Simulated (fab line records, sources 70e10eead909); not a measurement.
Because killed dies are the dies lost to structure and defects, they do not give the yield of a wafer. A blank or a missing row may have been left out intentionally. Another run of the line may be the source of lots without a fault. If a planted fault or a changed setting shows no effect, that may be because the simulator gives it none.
Chamber matching / flow nand_harc / rie_diel-04 running NHARC_P_ZERO_WELL_DESCUM_26: 4 sister chambers
The step chemistry O2, time 3 s. 8 wafers are shown with their chamber, then 7 later ones without.

WAFERS WITH THEIR CHAMBER
wafer=L079.2; chamber=3; drypump_motor_current_A (A)=6.5; oes_product_au (a.u.)=0.991
wafer=L081.1; chamber=2; drypump_motor_current_A (A)=6.4; oes_product_au (a.u.)=1.007
wafer=L081.6; chamber=0; drypump_motor_current_A (A)=5.7; oes_product_au (a.u.)=1.010
wafer=L084.1; chamber=1; drypump_motor_current_A (A)=5.3; oes_product_au (a.u.)=0.986
wafer=L084.4; chamber=2; drypump_motor_current_A (A)=6.4; oes_product_au (a.u.)=1.011
wafer=L084.6; chamber=0; drypump_motor_current_A (A)=5.7; oes_product_au (a.u.)=1.002
wafer=L089.3; chamber=3; drypump_motor_current_A (A)=6.5; oes_product_au (a.u.)=0.987
wafer=L089.4; chamber=1; drypump_motor_current_A (A)=5.2; oes_product_au (a.u.)=0.992

WAFERS WITHOUT THEIR CHAMBER
wafer=L089.6; drypump_motor_current_A (A)=6.4; oes_product_au (a.u.)=0.999
wafer=L095.1; drypump_motor_current_A (A)=6.4; oes_product_au (a.u.)=0.996
wafer=L095.5; drypump_motor_current_A (A)=5.7; oes_product_au (a.u.)=1.001
wafer=L095.6; drypump_motor_current_A (A)=5.3; oes_product_au (a.u.)=0.994
wafer=L097.3; drypump_motor_current_A (A)=5.7; oes_product_au (a.u.)=0.995
wafer=L097.5; drypump_motor_current_A (A)=5.3; oes_product_au (a.u.)=0.998
wafer=L097.6; drypump_motor_current_A (A)=5.7; oes_product_au (a.u.)=1.010

WHICH CHAMBER EACH WENT THROUGH
wafer=L089.6; from the rows above=can't be placed: 2 or 3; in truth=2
wafer=L095.1; from the rows above=can't be placed: 2 or 3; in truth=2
wafer=L095.5; from the rows above=0; in truth=0
wafer=L095.6; from the rows above=1; in truth=1
wafer=L097.3; from the rows above=0; in truth=0
wafer=L097.5; from the rows above=1; in truth=1
wafer=L097.6; from the rows above=0; in truth=0
Correct placement for 5 of the 7. Cannot be placed on the basis of these rows: 2; the candidates contain the true chamber in 2. 0 placed wrongly.
How it was worked out, from the rows above alone: a wafer's distance from a chamber is the root of the sum, over the readings, of the square of ((its reading less the chamber's mean) divided by the reading's scatter). If the next closest chamber is less than 2 further off than the closest, the wafer can't be placed; otherwise it belongs to the closest. For every chamber, the mean is computed from those of its wafers that are shown. The scatter: take each reading less its chamber's mean, square it, sum over the shown wafers, divide by the number of wafers less the number of chambers, and take the root.
